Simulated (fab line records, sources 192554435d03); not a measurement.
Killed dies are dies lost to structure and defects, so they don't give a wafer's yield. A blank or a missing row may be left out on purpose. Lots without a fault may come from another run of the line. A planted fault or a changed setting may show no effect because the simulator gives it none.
Chamber matching | flow n5_finfet | N5_BEOL_M4_ILD_DEP_00 on pecvd-01: 3 sister chambers
The step deposits SiOC from DEMS/O2, target thk 79 nm, time 15.3 s. 6 wafers are shown with their chamber, then 12 later ones without.

WAFERS WITH THEIR CHAMBER
wafer  | chamber | heater_power_w (W) | heater_power_outer_w (W)
L080.2 | 0       | 430                | 263
L081.4 | 0       | 478                | 296
L086.4 | 1       | 508                | 278
L092.2 | 2       | 640                | 362
L092.4 | 1       | 482                | 265
L092.5 | 2       | 640                | 367

WAFERS WITHOUT THEIR CHAMBER
wafer  | heater_power_w (W) | heater_power_outer_w (W)
L093.2 | 479                | 290
L093.3 | 553                | 305
L093.5 | 556                | 299
L095.1 | 575                | 330
L095.3 | 466                | 251
L095.6 | 593                | 326
L096.2 | 546                | 301
L096.3 | 488                | 272
L096.5 | 548                | 295
L097.1 | 425                | 223
L097.2 | 613                | 342
L097.3 | 474                | 278

WHICH CHAMBER EACH WENT THROUGH
wafer  | from the rows above     | in truth
L093.2 | can't be placed: 0 or 1 | 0
L093.3 | can't be placed: 1 or 0 | 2
L093.5 | can't be placed: 1 or 0 | 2
L095.1 | can't be placed: 2 or 1 | 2
L095.3 | can't be placed: 1 or 0 | 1
L095.6 | 2                       | 2
L096.2 | can't be placed: 1 or 0 | 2
L096.3 | can't be placed: 1 or 0 | 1
L096.5 | can't be placed: 1 or 0 | 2
L097.1 | can't be placed: 0 or 1 | 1
L097.2 | 2                       | 2
L097.3 | can't be placed: 0 or 1 | 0
Placed correctly: 2 of 12. Can't be placed from these rows: 10 (the true chamber is among the candidates in 6). Placed wrongly: 0.
How it was worked out, from the rows above alone: a wafer's distance from a chamber is the root of the sum, over the readings, of the square of ((its reading less the chamber's mean) divided by the reading's scatter). The wafer belongs to the nearest chamber; if the next one is less than 2 further off, it can't be placed. A chamber's mean is the mean of its shown wafers. The scatter: the root of (the sum of the squares of (reading less its chamber's mean) over the shown wafers, divided by (wafers less chambers)).
